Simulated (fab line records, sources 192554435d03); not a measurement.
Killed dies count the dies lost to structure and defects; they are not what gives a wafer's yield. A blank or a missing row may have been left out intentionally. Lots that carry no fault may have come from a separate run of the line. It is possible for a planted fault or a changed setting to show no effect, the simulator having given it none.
Lot-split experiment	flow n5Finfet	7 lots, 21 wafers read, on a route of 1938 steps

== THE SPLIT ITSELF ==
At N5_BEOL_M0_CUTY_EXPOSE_54 (exposes mask M0 ABLK), the setting doseMj was moved away from the recipe's 36 on 7 of the 21 wafers read, by -6.8% to +6.2%. The other wafers ran this setting at the recipe's value.

== FROM THE SPLIT TO THE READING: what the file shows between them, 2 steps ==
- N5_BEOL_M0_CUTY_PEB_55: peb time 60 s
- N5_BEOL_M0_CUTY_DEVELOP_56: develop time 30 s

== THE READING ==
At N5_BEOL_M0_CUTY_CD_MEAS_57: cdNm in nanometres, against a target cd of 200 nm. On this fab line, fault-free wafers typically give 199.8 nm with a standard deviation of 1.1 nm.

wafer	tool, chamber at the split	doseMj as run	against the recipe	cdNm, nm	against lot-mates on the recipe
L085.1	arfiScanner-01, 0	37.46	+4.1%	196.2	-3.5
L085.2	arfiScanner-01, 0	36	recipe	199.7	-
L085.3	arfiScanner-01, 0	37.46	+4.1%	197.0	-2.7
L084.3	arfiScanner-01, 0	37.88	+5.2%	197.0	-3.1
L084.4	arfiScanner-01, 0	36	recipe	200.1	-
L084.5	arfiScanner-01, 0	37.88	+5.2%	195.6	-4.5
L086.3	arfiScanner-02, 0	36	recipe	197.5	-
L086.4	arfiScanner-02, 0	36	recipe	199.3	-
L086.5	arfiScanner-02, 0	36	recipe	199.0	-
L089.1	arfiScanner-03, 0	36	recipe	199.0	-
L089.5	arfiScanner-03, 0	36	recipe	200.1	-
L089.6	arfiScanner-03, 0	36	recipe	198.9	-
L090.2	arfiScanner-03, 0	36	recipe	201.2	-
L090.4	arfiScanner-03, 0	33.54	-6.8%	204.6	+3.2
L090.5	arfiScanner-03, 0	36	recipe	201.7	-
L096.1	arfiScanner-01, 0	36	recipe	199.4	-
L096.2	arfiScanner-01, 0	34.69	-3.6%	200.6	+1.5
L096.6	arfiScanner-01, 0	36	recipe	198.7	-
L097.2	arfiScanner-01, 0	36	recipe	200.4	-
L097.4	arfiScanner-01, 0	38.25	+6.2%	194.9	-5.4
L097.5	arfiScanner-01, 0	36	recipe	200.2	-

FIT RESULTS
A straight line over all 21 wafers: cdNm changes by -0.673 nm for each +1% of doseMj; r = -0.90; the points scatter about the line by 1 nm.
The same after taking each lot's own level away (the mean of its wafers on the recipe; 21 wafers): -0.656 nm for each +1%; r = -0.95; scatter 0.65 nm.
Per that fit: largest doseMj move, reading shift of 4.5 nm.
Across the lots, their own levels run from 198.60 to 201.45 nm, a range of 2.6 times the standard deviation given above.
The two slopes are in agreement: the lot-to-lot level therefore moves the slope only a little.
Check: with one of the wafers moved furthest among these (-6.8%) left out of the fit, the line predicts +4.87 nm for it against its lot-mates. Against them it came out at +3.15 nm.

== ADDITIONAL SPLITS CARRIED BY THESE WAFERS ==
Note: prior to the reading, these wafers also went through further splits. Each is held against what the fit with the lots' levels taken away leaves over:
other split on the same wafers	wafers away from the commonest value	r with cdNm (lot level and that fit taken away)
N5_BEOL_M0_SAQP_COAT_81 tempC	8	+0.24
N5_BEOL_M0_SAQP_CUT_ETCH_46 sourceW	10	-0.12

== FILE'S OWN FIT ==
cdNm changes by -0.648 nm for each +1% of doseMj, r = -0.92.
